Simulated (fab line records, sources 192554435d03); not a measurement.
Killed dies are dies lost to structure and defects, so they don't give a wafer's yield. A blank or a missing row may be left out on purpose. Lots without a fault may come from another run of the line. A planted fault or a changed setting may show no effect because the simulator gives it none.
One fault seen from 3 desks | flow n5_finfet | each desk has only its own numbers; what lay behind them comes last

THE METROLOGY DESK
What the gauges read, lot by lot, whatever tool the lot ran on: means of the sampled wafers that have a number. A lot is out of limits, marked OUT, if its mean lies more than 4 standard deviations from the usual mean; the brackets give that distance. Of its 10 readings 7 are shown: those that lie furthest out on some lot.
Columns: A = DIBL_N at N5_BEOL_M4_RC_MEAS_101, usual 36.3 mV/V; B = DIBL_P at N5_BEOL_M4_RC_MEAS_101, usual 36.2 mV/V; C = IOFF_N at N5_BEOL_M4_RC_MEAS_101, usual 0.157 nA/um; D = IOFF_P at N5_BEOL_M4_RC_MEAS_101, usual 0.206 nA/um; E = ION_N at N5_BEOL_M4_RC_MEAS_101, usual 673 uA/um; F = SS_P at N5_BEOL_M4_RC_MEAS_101, usual 73.2 mV/dec; G = VT_N at N5_BEOL_M4_RC_MEAS_101, usual 249.9 mV
lot  | first seen here | A    | B    | C     | D     | E   | F    | G
L681 | day 9 07:38     | 35.7 | 36.6 | 0.153 | 0.205 | 665 | 73.4 | 250.3
L682 | day 9 09:32     | 38.4 | 37.4 | 0.178 | 0.222 | 680 | 73.6 | 249.3
L683 | day 9 13:46     | 36.5 | 37.5 | 0.191 | 0.251 | 675 | 73.9 | 247.7
L684 | day 9 14:26     | 36.3 | 35.7 | 0.151 | 0.182 | 675 | 73.2 | 250.0
L685 | day 9 19:16     | 36.0 | 35.9 | 0.158 | 0.193 | 670 | 73.5 | 250.0
L686 | day 9 23:08     | 36.3 | 35.2 | 0.140 | 0.189 | 664 | 73.0 | 251.4
L696 | day 12 23:17    | 35.2 | 35.7 | 0.150 | 0.212 | 676 | 73.5 | 249.6
L697 | day 13 01:10    | 36.0 | 34.6 | 0.143 | 0.208 | 675 | 72.8 | 250.0
L699 | day 13 18:34    | 37.0 | 39.3 | 0.193 | 0.216 | 690 | 73.5 | 246.7
This desk's finding: nothing out of limits on any of the 9 lots.

THE TOOL OWNER'S DESK: ald_metal-03
The tool's own readings at N5_HKMG_FIN_ALD_36 (deposits TiN, target thk 1 nm, pulse time 1 s, purge time 3 s): means of the sampled wafers that have a number, for each lot that ran on this tool. A lot is out of limits, marked OUT, if its mean lies more than 4 standard deviations from the usual mean; the brackets give that distance.
Columns: A = heater_power_w at N5_HKMG_FIN_ALD_36, usual 869 W; B = precursor_pulse_height_rel at N5_HKMG_FIN_ALD_36, usual 1.000; C = susceptor_temp_C at N5_HKMG_FIN_ALD_36, usual 400.01 C
lot  | first seen here | A   | B     | C
L681 | day 5 09:20     | 775 | 0.983 | 400.00
L682 | day 5 12:36     | 873 | 0.990 | 399.84
L685 | day 6 05:38     | 833 | 0.995 | 403.75 (+17) OUT
L686 | day 6 13:41     | 807 | 1.008 | 403.90 (+18) OUT
L696 | day 9 06:17     | 850 | 1.016 | 399.83
L697 | day 9 12:51     | 862 | 0.997 | 400.02
L699 | day 9 19:23     | 818 | 1.014 | 400.28
This desk's finding: out of limits on L685, L686; first on L685, day 6 05:38 (susceptor_temp_C at N5_HKMG_FIN_ALD_36). In limits: L681, L682, L696, L697, L699.

THE DEFECT DESK
What the inspections along the route counted, lot by lot: means of the sampled wafers that have a number. A lot is out of limits, marked OUT, if its mean lies more than 4 standard deviations from the usual mean; the brackets give that distance.
Columns: A = raw_defect_count at N5_DUMMY_REMOVAL_INSPECT_06, usual 11
lot  | first seen here | A
L681 | day 5 05:49     | 6
L682 | day 5 09:05     | 11
L683 | day 5 15:09     | 18
L684 | day 5 22:05     | 8
L685 | day 6 01:38     | 12
L686 | day 6 10:13     | 13
L696 | day 9 00:52     | 12
L697 | day 9 07:14     | 12
L699 | day 9 15:49     | 8
This desk's finding: nothing out of limits on any of the 9 lots.

PUT TOGETHER
The tool owner's desk could have raised an alarm at day 6 05:38, on L685, L686.
The metrology desk saw nothing out of limits.
The defect desk saw nothing out of limits.
The metrology desk has L685, L686 on record, within its limits.
The defect desk has L685, L686 on record, within its limits.
Of the lots named, all ran N5_HKMG_FIN_ALD_36 on ald_metal-03.

WHAT THE SIMULATOR HAD PUT IN
Process parameter drift: ald_metal-03, from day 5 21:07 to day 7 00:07, at N5_HKMG_FIN_ALD_36. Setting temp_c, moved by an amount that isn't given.
Lots struck among those shown: L685, L686.
Hours from the fault's start to each desk's first reading out of limits: the tool owner's desk, 9.
